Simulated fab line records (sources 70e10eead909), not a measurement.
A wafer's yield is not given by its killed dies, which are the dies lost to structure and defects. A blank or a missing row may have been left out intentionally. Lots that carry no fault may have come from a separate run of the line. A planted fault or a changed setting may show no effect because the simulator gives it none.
The tool behind it: which one?	flow nand-harc	24 lots with 72 wafers sampled at 2 steps, on a route of 1159 steps

WHAT EACH GAUGE READ, for each wafer
NHARC_P_M0_INSPECT_11.
lot	measured	on	raw-defect-count
L074	day 6 06:00	defect-inspect-02	5 5 5
L075	day 6 09:23	defect-inspect-02	4 2 7
L077	day 6 12:51	defect-inspect-01	4 7 3
L078	day 6 13:56	defect-inspect-01	3 3 5
L076	day 6 20:25	defect-inspect-01	7 3 2
L079	day 7 02:27	defect-inspect-01	3 2 7
L080	day 7 08:12	defect-inspect-02	0 4 5
L081	day 7 13:19	defect-inspect-02	7 6 7
L082	day 7 22:56	defect-inspect-01	8 9 3
L083	day 8 04:13	defect-inspect-01	3 3 0
L084	day 8 05:05	defect-inspect-01	5 5 3
L085	day 8 17:24	defect-inspect-01	4 3 3
L086	day 9 05:02	defect-inspect-01	3 2 1
L088	day 9 05:41	defect-inspect-02	1 3 4
L087	day 9 06:16	defect-inspect-01	6 4 3
L089	day 9 22:18	defect-inspect-01	0 4 3
L091	day 9 22:58	defect-inspect-02	2 0 2
L090	day 9 23:31	defect-inspect-02	6 4 4
L093	day 10 15:02	defect-inspect-02	0 4 4
L092	day 10 15:28	defect-inspect-01	2 2 2
L094	day 10 17:04	defect-inspect-01	5 2 2
L095	day 11 00:39	defect-inspect-01	4 3 0
L096	day 11 00:48	defect-inspect-01	4 4 1
L097	day 11 17:02	defect-inspect-01	4 6 8

EACH LOT AND THE TOOL THAT RAN IT (in order: tool; ch and the chambers of the sampled wafers; start)
lot	NHARC_P_CONTACT_ETCH_36
L074	rie-diel-02 ch 1,2,3, day 6 06:00 or earlier
L075	rie-diel-02 ch 0,1, day 6 09:23 or earlier
L077	rie-diel-04 ch 0,2,3, day 6 12:51 or earlier
L078	rie-diel-12 ch 0,1,3, day 6 13:56 or earlier
L076	rie-diel-04 ch 0,3, day 6 20:25 or earlier
L079	rie-diel-02 ch 0,2, day 7 02:27 or earlier
L080	rie-diel-02 ch 0,1, day 7 08:12 or earlier
L081	rie-diel-04 ch 2,3, day 7 13:19 or earlier
L082	rie-diel-12 ch 0,2, day 7 22:56 or earlier
L083	rie-diel-04 ch 0,1,3, day 8 04:13 or earlier
L084	rie-diel-02 ch 0,1,2, day 8 05:05 or earlier
L085	rie-diel-04 ch 1,2, day 8 17:24 or earlier
L086	rie-diel-04 ch 0,2,3, day 9 05:02 or earlier
L088	rie-diel-12 ch 1,2,3, day 9 05:41 or earlier
L087	rie-diel-02 ch 0,1, day 9 06:16 or earlier
L089	rie-diel-02 ch 0,2,3, day 9 22:18 or earlier
L091	rie-diel-02 ch 0,1,2, day 9 22:58 or earlier
L090	rie-diel-04 ch 1,3, day 9 23:31 or earlier
L093	rie-diel-02 ch 0,1,3, day 10 15:02 or earlier
L092	rie-diel-04 ch 1,2,3, day 10 15:28 or earlier
L094	rie-diel-02 ch 0,1,2, day 10 17:04 or earlier
L095	rie-diel-04 ch 1,2, day 11 00:39 or earlier
L096	rie-diel-02 ch 0,2, day 11 00:48 or earlier
L097	rie-diel-04 ch 1,2,3, day 11 17:02 or earlier
- NHARC_P_CONTACT_ETCH_36: etches the open film in N2/H2, target depth 260 nm, time 406.25 s.

WHAT THE TOOLS THEMSELVES READ (means of the sampled wafers that have a number; where no wafer has one, the mark that the record gives instead)
NHARC_P_CONTACT_ETCH_36.
lot	tool	drypump-motor-current-A (A)	oes-product-au (a.u.)	rf-vpp-V (V)	showerhead-plenum-p-Torr (Torr)	throttle-valve-pct (%)
L074	rie-diel-02	6.0	1.004	431	2.10	14.165
L075	rie-diel-02	5.9	1.001	435	2.20	14.169
L077	rie-diel-04	5.8	0.999	427	1.92	14.169
L078	rie-diel-12	6.0	0.994	432	2.06	14.165
L076	rie-diel-04	5.6	1.003	428	1.93	14.180
L079	rie-diel-02	5.8	0.993	432	2.12	14.179
L080	rie-diel-02	6.0	0.999	435	2.19	14.167
L081	rie-diel-04	5.3	1.002	428	1.93	14.179
L082	rie-diel-12	6.1	0.996	433	2.13	14.172
L083	rie-diel-04	5.6	0.995	428	1.97	14.173
L084	rie-diel-02	5.9	0.999	433	2.12	14.169
L085	rie-diel-04	5.6	0.996	428	1.95	14.169
L086	rie-diel-04	5.9	0.997	427	1.91	14.176
L088	rie-diel-12	6.3	1.002	431	2.06	14.167
L087	rie-diel-02	6.0	0.992	435	2.19	14.171
L089	rie-diel-02	5.9	0.993	433	2.09	14.173
L091	rie-diel-02	5.9	0.996	432	2.12	14.165
L090	rie-diel-04	5.2	0.995	429	2.02	14.170
L093	rie-diel-02	6.0	1.009	434	2.15	14.164
L092	rie-diel-04	5.4	1.007	428	1.97	14.169
L094	rie-diel-02	5.9	0.991	432	2.12	14.170
L095	rie-diel-04	5.4	0.995	429	2.01	14.169
L096	rie-diel-02	5.8	1.004	433	2.12	14.171
L097	rie-diel-04	5.4	1.002	428	1.97	14.177

THE ANSWER, worked out from the rows above alone
Rule: the lots themselves supply what counts as usual. Put in order of their means at a reading, lots are off if they are a third of the lots or fewer, leave a main group of 4 or more, and stand apart from it by a gap of 3 or more times the standard deviation of the main group's means; of several such gaps the widest counts. A main group is skipped when, at the precision printed for the reading in the tables above, its means are all equal. A lot without any number at a reading at which 4 lots or more have one is off too. Where the step has rows for the other lots, those lots are counted as sound. Order of review: gauges by route order, followed by the tools' own readings, for which a lot's mean as printed above is used. The first step at which some lot is off is used, and at that step the reading that is off furthest; a lot without a number counts as furthest.
No lot is off at any reading shown: from this, nothing can be told.

WHAT THE SIMULATOR HAD INSERTED
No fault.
